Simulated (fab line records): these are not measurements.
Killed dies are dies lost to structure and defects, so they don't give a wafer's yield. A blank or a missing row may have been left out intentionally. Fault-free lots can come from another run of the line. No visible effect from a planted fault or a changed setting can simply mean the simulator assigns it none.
What tool caused it? || flow nand harc || Sampling: 11 lots, 33 wafers, 6 of 1302 route steps

== WHAT THE GAUGES SHOWED, per wafer ==
NHARC_END_SORT_01.
{"lot": "L526", "measured": "day 29 13:30", "on": "prober-01", "defect limited yield (%)": "93.8 95.1 94.5"}
{"lot": "L529", "measured": "day 31 09:29", "on": "prober-02", "defect limited yield (%)": 91.4}
{"lot": "L531", "measured": "day 31 20:48", "on": "prober-01", "defect limited yield (%)": "88.8 87.7 92.0"}

== EACH LOT AND THE TOOL THAT RAN IT (in order: tool; ch and the chambers of the sampled wafers; start) ==
{"lot": "L513", "NHARC_A_BLC_ALD_23": "ald metal-01 ch 2,3, day 22 11:36", "NHARC_A_M0_DESCUM_14": "rie diel-01 ch 0,2,3, day 22 13:50", "NHARC_A_M0_ECD_22": "ecd cu-02 ch 0,1, day 22 15:09", "NHARC_A_M0_CMP_23": "cmp-01 ch 1,2,3, day 22 15:53", "NHARC_A_M0_PRE_CLEAN_31": "pecvd-04 ch 0,1,2, day 22 16:22"}
{"lot": "L515", "NHARC_A_BLC_ALD_23": "ald metal-01 ch 0,3, day 22 18:45", "NHARC_A_M0_DESCUM_14": "rie diel-01 ch 2,3, day 22 20:58", "NHARC_A_M0_ECD_22": "ecd cu-02 ch 0,1, day 22 22:18", "NHARC_A_M0_CMP_23": "cmp-04 ch 0,2,3, day 22 23:00", "NHARC_A_M0_PRE_CLEAN_31": "pecvd-03 ch 1,2, day 22 23:32"}
{"lot": "L516", "NHARC_A_BLC_ALD_23": "ald metal-01 ch 0,2, day 23 17:37", "NHARC_A_M0_DESCUM_14": "rie diel-05 ch 0,2,3, day 23 19:50", "NHARC_A_M0_ECD_22": "ecd cu-01 ch 0,1, day 23 21:15", "NHARC_A_M0_CMP_23": "cmp-01 ch 1,2, day 23 21:52", "NHARC_A_M0_PRE_CLEAN_31": "pecvd-04 ch 0,2, day 23 22:25"}
{"lot": "L517", "NHARC_A_BLC_ALD_23": "ald metal-03 ch 2,3, day 23 18:05", "NHARC_A_M0_DESCUM_14": "rie diel-05 ch 0,3, day 23 20:18", "NHARC_A_M0_ECD_22": "ecd cu-01 ch 0,1, day 23 21:40", "NHARC_A_M0_CMP_23": "cmp-04 ch 0,1,2, day 23 22:23", "NHARC_A_M0_PRE_CLEAN_31": "pecvd-03 ch 1,2, day 23 22:56"}
{"lot": "L520", "NHARC_A_BLC_ALD_23": "ald metal-03 ch 1,2, day 25 15:48", "NHARC_A_M0_DESCUM_14": "rie diel-05 ch 0,1, day 25 17:54", "NHARC_A_M0_ECD_22": "ecd cu-01 ch 0,1, day 25 19:17", "NHARC_A_M0_CMP_23": "cmp-03 ch 0,1,2, day 25 19:59", "NHARC_A_M0_PRE_CLEAN_31": "pecvd-03 ch 0,1, day 25 20:28"}
{"lot": "L519", "NHARC_A_BLC_ALD_23": "ald metal-02 ch 0,1,2, day 26 04:11", "NHARC_A_M0_DESCUM_14": "rie diel-02 ch 1,2,3, day 26 06:23", "NHARC_A_M0_ECD_22": "ecd cu-01 ch 0,1, day 26 07:41", "NHARC_A_M0_CMP_23": "cmp-03 ch 0,1,2, day 26 08:26", "NHARC_A_M0_PRE_CLEAN_31": "pecvd-04 ch 0,1, day 26 08:59"}
{"lot": "L522", "NHARC_A_BLC_ALD_23": "ald metal-01 ch 0,1,2, day 26 10:45", "NHARC_A_M0_DESCUM_14": "rie diel-05 ch 0,2,3, day 26 12:59", "NHARC_A_M0_ECD_22": "ecd cu-01 ch 0,1, day 26 14:19", "NHARC_A_M0_CMP_23": "cmp-01 ch 0,1,3, day 26 14:59", "NHARC_A_M0_PRE_CLEAN_31": "pecvd-04 ch 0,1,2, day 26 15:32"}
{"lot": "L521", "NHARC_A_BLC_ALD_23": "ald metal-01 ch 1,2,3, day 26 12:44", "NHARC_A_M0_DESCUM_14": "rie diel-02 ch 0,3, day 26 14:56", "NHARC_A_M0_ECD_22": "ecd cu-01 ch 0,1, day 26 16:20", "NHARC_A_M0_CMP_23": "cmp-03 ch 0,3, day 26 16:59", "NHARC_A_M0_PRE_CLEAN_31": "pecvd-02 ch 1,2, day 26 17:40"}
{"lot": "L526", "NHARC_A_BLC_ALD_23": "ald metal-01 ch 2,3, day 27 21:04", "NHARC_A_M0_DESCUM_14": "rie diel-02 ch 0,2,3, day 27 23:10", "NHARC_A_M0_ECD_22": "ecd cu-01 ch 0,1, day 28 00:29", "NHARC_A_M0_CMP_23": "cmp-04 ch 0,1, day 28 01:11", "NHARC_A_M0_PRE_CLEAN_31": "pecvd-04 ch 0,1, day 28 01:43"}
{"lot": "L529", "NHARC_A_BLC_ALD_23": "ald metal-01 ch 0,1, day 29 14:11", "NHARC_A_M0_DESCUM_14": "rie diel-02 ch 0,1,2, day 29 16:29", "NHARC_A_M0_ECD_22": "ecd cu-02 ch 0,1, day 29 17:50", "NHARC_A_M0_CMP_23": "cmp-01 ch 0,1,3, day 29 18:28", "NHARC_A_M0_PRE_CLEAN_31": "pecvd-04 ch 1,2, day 29 19:02"}
{"lot": "L531", "NHARC_A_BLC_ALD_23": "ald metal-03 ch 0,2, day 30 01:52", "NHARC_A_M0_DESCUM_14": "rie diel-01 ch 1,2,3, day 30 03:58", "NHARC_A_M0_ECD_22": "ecd cu-02 ch 0,1, day 30 05:21", "NHARC_A_M0_CMP_23": "cmp-03 ch 0,1, day 30 05:58", "NHARC_A_M0_PRE_CLEAN_31": "pecvd-02 ch 1,2, day 30 06:32"}
- NHARC_A_BLC_ALD_23: deposits TiN, target thk 3 nm, pulse time 1 s, ald cycles 150.
- NHARC_A_M0_DESCUM_14: chemistry O2, time 3 s.
- NHARC_A_M0_ECD_22: material Cu, target thk 400 nm.
- NHARC_A_M0_CMP_23: polishes, t overpolish 20 s, target thk 113.75 nm.
- NHARC_A_M0_PRE_CLEAN_31: time 12 s.

== THE ANSWER, worked out from the rows above alone ==
Rule: the lots themselves supply what counts as usual. The widest of any qualifying gaps counts: lots, ordered by their means at a reading, are off when they make up no more than a third of the lots, leave a main group of 4 or more, and stand apart from it by 3 or more times the standard deviation of that group's means. The tables above print the reading to a certain number of digits; a main group whose means all agree to those digits is not used. A lot without any number at a reading at which 4 lots or more have one is off too. Any other lot the step has rows for is counted as sound.
No lot is off at any reading shown: from this, nothing can be told.

== WHAT HAD BEEN PUT IN BY THE SIMULATOR ==
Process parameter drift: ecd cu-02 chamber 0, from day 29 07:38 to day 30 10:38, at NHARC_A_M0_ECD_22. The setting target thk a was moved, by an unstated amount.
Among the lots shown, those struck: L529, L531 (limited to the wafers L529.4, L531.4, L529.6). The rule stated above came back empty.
